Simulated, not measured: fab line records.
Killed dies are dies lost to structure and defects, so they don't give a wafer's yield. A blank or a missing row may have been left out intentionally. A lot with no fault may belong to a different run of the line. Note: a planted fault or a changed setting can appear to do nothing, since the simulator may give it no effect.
Comparing a struck lot with a sound one	flow n5-finfet	38 steps out of a route of 1938
Sound: these wafers, L987.3, L987.4. Struck: wafer L993.2. (L993.6 of the same lot was not struck and is left out.) The cause comes at the end.
At each step with rows: each side's tool, then ch and its chambers, then its first start. Under that, the readings that differ: sound wafers	struck wafers	difference of the means	sigmas: that difference in standard deviations of wafers without a fault.
alike: words and numbers the same on both sides, and readings whose means are apart by under 2 such deviations; not compared: readings that were withheld, readings missing a value for some wafer, numbers with overlapping values and no deviation given by the record, and bounds like >300 which may hide the same value.
The two part at a step that has a row with sigmas, a row that says differs or no value, or rows on one side only. When numbers do not overlap yet have no deviation, they are printed without sigmas and do not part them. A reading missing from all wafers of one side parts the sides only when that side holds two or more wafers.

first, 9 steps without rows for these wafers: N5_SDB_ALD_29 (deposits SiNx, target thk 30 nm, pulse time 1 s, ald cycles 600); N5_SDB_CMP_30 (polishes, stops on poly-Si, t overpolish 1.54 s, target thk 30 nm); N5_DUMMY_REMOVAL_HM_STRIP_01 (strips SiNx in CH3F/O2, stops on poly-Si, target depth 4 nm, time 6.8 s); N5_DUMMY_REMOVAL_STRIP_10 (strips in N2/H2, time 40 s); N5_DUMMY_REMOVAL_PRECLEAN_07 (cleans in dHF, time 30 s); N5_DUMMY_REMOVAL_DUMMY_REMOVE_02 (chemistry TMAH, target poly-Si, stops on SiO2, target depth 142 nm, time 57 s, rinse time 30 s); N5_DUMMY_REMOVAL_PRECLEAN_08 (cleans in NF3:NH3, afs cycles 2, time 20 s, sublimation time 60 s); N5_DUMMY_REMOVAL_PRECLEAN_04 (cleans in DHF, time 37 s); N5_DUMMY_REMOVAL_SRD_05 (time 30 s).
N5_HKMG_FIN_IL_REGROW_00: material SiO2, chemistry O3, target thk 0.75 nm, time 30 s.
  sound on ald-hk-02 ch 0,1, day 6 23:57; struck on ald-hk-02 ch 0,1, day 8 08:47
then, 26 steps without rows for these wafers: N5_HKMG_FIN_HK_ALD_01 (deposits HfO2, target thk 1.6 nm, pulse time 3 s, purge time 3 s); N5_HKMG_FIN_HK_ANNEAL_02 (time 30 s); N5_HKMG_FIN_ALD_74 (deposits La2O3, target thk 0.5 nm, pulse time 6 s, co reactant pulse time 1 s); N5_HKMG_FIN_ALD_75 (deposits Al2O3, target thk 1 nm, co reactant pulse time 1 s); N5_HKMG_FIN_COAT_41 (time 60 s, resist thk 300 nm); N5_HKMG_FIN_COAT_42 (time 60 s, resist thk 35 nm); N5_HKMG_FIN_COAT_43 (resist thk 90 nm); N5_HKMG_FIN_EBR_45; N5_HKMG_FIN_SOFTBAKE_44 (time 60 s); N5_HKMG_FIN_EXPOSE_46 (exposes mask NDIPOLE); N5_HKMG_FIN_PEB_47 (peb time 60 s); N5_HKMG_FIN_DEVELOP_48 (develop time 30 s); N5_HKMG_FIN_DESCUM_53 (chemistry O2, time 7.9 s); N5_HKMG_FIN_ETCH_54 (etches SiARC in CF4, target depth 45.5 nm, time 75.8 s); N5_HKMG_FIN_ETCH_55 (etches SOC in N2/H2, target depth 240 nm, time 300 s); N5_HKMG_FIN_STRIP_56 (strips in N2/H2); N5_HKMG_FIN_STRIP_57 (strips in CF4); N5_HKMG_FIN_ETCH_58 (etches SOC in N2/H2, target depth 215.8 nm, time 741 s); N5_HKMG_FIN_STRIP_93 (strips SOC in N2/H2, time 20 s); N5_HKMG_FIN_WET_ETCH_76 (etches Al2O3 in dNH4OH, stops on La2O3, target depth 2.25 nm, rinse time 30 s); N5_HKMG_FIN_STRIP_60 (strips in N2/H2, time 360 s); N5_HKMG_FIN_WET_ETCH_77 (etches La2O3 in dHCl, stops on HfO2, target depth 2 nm); N5_HKMG_FIN_WET_ETCH_78 (etches Al2O3 in dNH4OH, stops on La2O3, target depth 4.5 nm, rinse time 30 s); N5_HKMG_FIN_ALD_79 (deposits TiN, target thk 1.5 nm, pulse time 1 s, purge time 3 s); N5_HKMG_FIN_CVD_62 (deposits a-Si from Si2H6, target thk 3 nm, time 20.8 s); N5_HKMG_FIN_RTA_80 (time 2 s).
-- here the record skips 4 days between the struck wafers' starts before and after, leaving off in module HKMG_FIN and picking up in module BEOL_M4 (first step shown: number 1111 of the route) --
N5_BEOL_M4_RC_MEAS_101:
  sound on prober-01 ch 0, day 10 11:02; struck on prober-01 ch 0, day 12 05:41
reading	sound	struck	difference	sigmas
EOT_N	10.55 10.62	10.15	-0.44	-4
EOT_P	10.56 10.41	10.01	-0.47	-5
IGATE_N (nA/um)	0.0119 0.0108	0.0237	+0.0123	+6
IGATE_P (nA/um)	0.0036 0.0033	0.0071	+0.0037	+6
IOFF_P (nA/um)	0.31 0.28	0.19	-0.11	-3
ION_P (uA/um)	477 480	460	-18	-2
VT_P (mV)	-240 -243	-255	-14	-4
  alike: DIBL_N, DIBL_P, IOFF_N, ION_N, SS_N, SS_P, VT_N
-- the record jumps here: 5 days lie between the struck wafers' starts before and after (it left off in module BEOL_M4 and takes up again in module PASSIVATION, whose first step shown is number 1936 of the route) --
N5_PASSIVATION_PROBE_49:
  sound on prober-02 at day 15 02:29; struck on prober-02 at day 17 05:32
reading	sound	struck	difference	sigmas
killed_at_M0_to_M3	46 48	18	-29	-3
  alike: defect-limited-yield, killed_at_M4_up, killed-at-contacts, killed-at-front-end, killed-at-other, killed-dies, killed-open, killed-short, sort_bin_4_leakage, sort_bin_5_function, sort_bin_6_memory, sort-n-pass, sort-yield-pct

== WHERE THEY PART ==
Earliest at N5_BEOL_M4_RC_MEAS_101; latest, in this record, at N5_PASSIVATION_PROBE_49.

WHY: what the simulator had put in
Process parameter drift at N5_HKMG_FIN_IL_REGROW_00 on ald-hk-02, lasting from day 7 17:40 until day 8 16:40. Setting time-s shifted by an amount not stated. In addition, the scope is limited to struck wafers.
